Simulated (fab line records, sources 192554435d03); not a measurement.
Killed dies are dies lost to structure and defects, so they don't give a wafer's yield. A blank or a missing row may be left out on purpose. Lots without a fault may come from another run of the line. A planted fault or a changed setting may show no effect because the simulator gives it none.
Split-lot experiment | flow n5_finfet | 7 lots, 39 wafers read, on a route of 1938 steps

THE SPLIT
At N5_PASSIVATION_PECVD_35 (deposits SiNx from SiH4/NH3/N2, target thk 700 nm, time 151.3 s), the setting time_s was moved away from the recipe's 151.3 s on 9 of the 39 wafers read, by -50.9% to +27.6%. The other wafers ran this setting at the recipe's value.

The reading is taken at the split's own step.

THE READING
SiNx_of_PASSIVATION_PECVD_35.thk_nm (the simulator's own value, which no gauge read), in nm, at N5_PASSIVATION_PECVD_35 (deposits SiNx from SiH4/NH3/N2, target thk 700 nm, time 151.3 s). The file gives no usual value for it. The 30 wafers here that ran the recipe average 703.4 nm, standard deviation 6.9 nm.

wafer  | tool, chamber at the split | time_s as run, s | against the recipe | SiNx_of_PASSIVATION_PECVD_35.thk_nm, nm | against lot-mates on the recipe
L077.1 | pecvd-03, 0                | 151.3            | recipe             | 705.6                                   | -
L077.2 | pecvd-03, 2                | 151.3            | recipe             | 697.6                                   | -
L077.3 | pecvd-03, 1                | 151.3            | recipe             | 701.8                                   | -
L077.4 | pecvd-03, 0                | 151.3            | recipe             | 704.8                                   | -
L077.5 | pecvd-03, 1,2              | 151.3            | recipe             | 714.8                                   | -
L077.6 | pecvd-03, 1,2              | 151.3            | recipe             | 714.8                                   | -
L080.1 | pecvd-01, 0                | 193              | +27.6%             | 889.8                                   | +180.8
L080.2 | pecvd-01, 1                | 151.3            | recipe             | 709.6                                   | -
L080.3 | pecvd-01, 2                | 151.3            | recipe             | 703                                     | -
L080.4 | pecvd-01, 2                | 151.3            | recipe             | 714.4                                   | -
L080.5 | pecvd-01, 0                | 193              | +27.6%             | 908                                     | +199.0
L080.6 | pecvd-01, 1                | 193              | +27.6%             | 914.8                                   | +205.8
L081.1 | pecvd-04, 1                | 151.3            | recipe             | 697.2                                   | -
L081.2 | pecvd-04, 0                | 151.3            | recipe             | 693                                     | -
L081.4 | pecvd-04, 2                | 151.3            | recipe             | 691.6                                   | -
L084.1 | pecvd-03, 0                | 151.3            | recipe             | 699.2                                   | -
L084.2 | pecvd-03, 1                | 151.3            | recipe             | 696.4                                   | -
L084.3 | pecvd-03, 2                | 151.3            | recipe             | 694                                     | -
L084.4 | pecvd-03, 2                | 151.3            | recipe             | 709.4                                   | -
L084.5 | pecvd-03, 0                | 151.3            | recipe             | 708                                     | -
L084.6 | pecvd-03, 1                | 151.3            | recipe             | 707.6                                   | -
L089.1 | pecvd-03, 2                | 151.3            | recipe             | 703.4                                   | -
L089.2 | pecvd-03, 1                | 151.3            | recipe             | 697.6                                   | -
L089.3 | pecvd-03, 0                | 151.3            | recipe             | 691.2                                   | -
L089.4 | pecvd-03, 1                | 151.3            | recipe             | 700.2                                   | -
L089.5 | pecvd-03, 2                | 151.3            | recipe             | 702.8                                   | -
L089.6 | pecvd-03, 0                | 151.3            | recipe             | 702                                     | -
L091.1 | pecvd-03, 0                | 181.2            | +19.8%             | 833.6                                   | +126.7
L091.2 | pecvd-03, 2                | 151.3            | recipe             | 703                                     | -
L091.3 | pecvd-03, 1                | 181.2            | +19.8%             | 837.2                                   | +130.3
L091.4 | pecvd-03, 1                | 181.2            | +19.8%             | 841.8                                   | +134.9
L091.5 | pecvd-03, 0                | 151.3            | recipe             | 707.6                                   | -
L091.6 | pecvd-03, 2                | 151.3            | recipe             | 710                                     | -
L093.1 | pecvd-04, 0                | 74.36            | -50.9%             | 336                                     | -370.8
L093.2 | pecvd-04, 1                | 74.36            | -50.9%             | 351.4                                   | -355.4
L093.3 | pecvd-04, 2                | 74.36            | -50.9%             | 338.8                                   | -368.0
L093.4 | pecvd-04, 1                | 151.3            | recipe             | 716.2                                   | -
L093.5 | pecvd-04, 0                | 151.3            | recipe             | 700                                     | -
L093.6 | pecvd-04, 2                | 151.3            | recipe             | 704.2                                   | -
Where a row lists several chambers, the file gives one row for several wafers and doesn't say which wafer went through which chamber.

THE FIT
A straight line over all 39 wafers: SiNx_of_PASSIVATION_PECVD_35.thk_nm changes by +7.11 nm for each +1% of time_s; r = +1.00; the points scatter about the line by 7.5 nm.
The same after taking each lot's own level away (the mean of its wafers on the recipe; 39 wafers): +7.09 nm for each +1%; r = +1.00; scatter 6.6 nm.
On that fit, the largest move of time_s shifts the reading by 3.6e+02 nm.
The lots' own levels span 693.93 to 709.00 nm, that is 2.2 times the standard deviation above.
So the lot-to-lot level changes the slope little: the two slopes agree.
Check: with one of the wafers moved furthest among these (-50.9%) left out of the fit, the line predicts -359 nm for it against its lot-mates. It came out at -371 nm against them.

THE WHOLE CHAIN: every reading that the file lists as answering this split, in the file's order
step                    | what it does                                                    | reading                                                                              | change (the file's fit)                                                           | r (the file's)
N5_PASSIVATION_PECVD_35 | deposits SiNx from SiH4/NH3/N2, target thk 700 nm, time 151.3 s | SiNx_of_PASSIVATION_PECVD_35.thk_nm (the simulator's own value, which no gauge read) | +7.1 nm for each +1% of the setting                                               | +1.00
N5_PASSIVATION_PROBE_49 |                                                                 | killed_at_other                                                                      | not straight: 4.3 at the lowest setting, 3.6 at the recipe, 1084.7 at the highest | not given

THE FILE'S OWN FIT
SiNx_of_PASSIVATION_PECVD_35.thk_nm changes by +7.1 nm for each +1% of time_s, r = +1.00.
